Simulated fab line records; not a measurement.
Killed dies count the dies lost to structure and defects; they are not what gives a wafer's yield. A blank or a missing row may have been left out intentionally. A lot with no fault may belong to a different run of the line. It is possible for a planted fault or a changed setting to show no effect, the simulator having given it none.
Which of the tools did it? | flow n5 finfet | 18 wafers from 6 lots sampled at 4 of the route's 1938 steps

== WHAT EACH GAUGE READ, for each wafer ==
N5_STI_FIN_REVEAL_INSPECT_13: inspects for defects (darkfield).
lot  | measured    | on                | raw defect count
L252 | day 3 02:19 | defect inspect-01 | 9 6 12
L256 | day 4 02:09 | defect inspect-02 | 14 8 8
L258 | day 4 13:34 | defect inspect-02 | 5 15 7
L260 | day 5 03:24 | defect inspect-02 | 11 9 5
L265 | day 6 06:49 | defect inspect-02 | 11 12 8
L272 | day 8 02:59 | defect inspect-02 | 610 14 7

== EACH LOT AND THE TOOL THAT RAN IT (in order: tool; ch and the chambers of the sampled wafers; start) ==
lot  | N5_FIN_CUT_STRIP_22               | N5_STI_FIN_REVEAL_ALD_00         | N5_STI_FIN_REVEAL_PRECLEAN_18
L252 | rie diel-01 ch 0,2,3, day 2 16:27 | ald sin-03 ch 0,3, day 2 16:38   | wet bench-04 ch 2,6,7, day 3 02:14
L256 | rie diel-02 ch 0,2, day 3 17:14   | ald sin-03 ch 1,3, day 3 17:26   | wet bench-06 ch 0,2,5, day 4 02:05
L258 | rie diel-02 ch 2,3, day 4 04:38   | ald sin-01 ch 0,1,2, day 4 04:52 | wet bench-06 ch 1,5,7, day 4 13:31
L260 | rie diel-03 ch 0,2,3, day 4 16:44 | ald sin-03 ch 0,2,3, day 4 18:41 | wet bench-05 ch 0,3,7, day 5 03:20
L265 | rie diel-01 ch 0,2,3, day 5 21:57 | ald sin-01 ch 1,2,3, day 5 22:08 | wet bench-05 ch 0,1,2, day 6 06:46
L272 | rie diel-03 ch 0,2,3, day 7 17:48 | ald sin-04 ch 1,2,3, day 7 17:59 | wet bench-05 ch 1,6,7, day 8 02:56
- N5_FIN_CUT_STRIP_22: strips in N2/H2.
- N5_STI_FIN_REVEAL_ALD_00: deposits SiO2, target thk 1 nm, pulse time 1 s.
- N5_STI_FIN_REVEAL_PRECLEAN_18: cleans in SC2, time 45 s.

== THE ANSWER, worked out from the rows above alone ==
Rule: what is usual is taken from the lots themselves. The widest of any qualifying gaps counts: lots, ordered by their means at a reading, are off when they make up no more than a third of the lots, leave a main group of 4 or more, and stand apart from it by 3 or more times the standard deviation of that group's means. The tables above print the reading to a certain number of digits; a main group whose means all agree to those digits is not used. A lot without any number at a reading at which 4 lots or more have one is off too. The other lots that the step has rows for count as sound.
Off, at N5_STI_FIN_REVEAL_INSPECT_13 on raw defect count: L272. Main group: mean 9, sd 0.73.
A tool fits if, at a process step before that reading, it ran every lot that is off, and no sound lot after the first of them. Gauges at N5_STI_FIN_REVEAL_INSPECT_13: tried the same way as those tools. Can't be told from this: 4 tools fit, rie diel-03 at N5_FIN_CUT_STRIP_22, ald sin-04 at N5_STI_FIN_REVEAL_ALD_00, wet bench-05 at N5_STI_FIN_REVEAL_PRECLEAN_18, defect inspect-02 at N5_STI_FIN_REVEAL_INSPECT_13.

== WHAT THE SIMULATOR HAD INSERTED ==
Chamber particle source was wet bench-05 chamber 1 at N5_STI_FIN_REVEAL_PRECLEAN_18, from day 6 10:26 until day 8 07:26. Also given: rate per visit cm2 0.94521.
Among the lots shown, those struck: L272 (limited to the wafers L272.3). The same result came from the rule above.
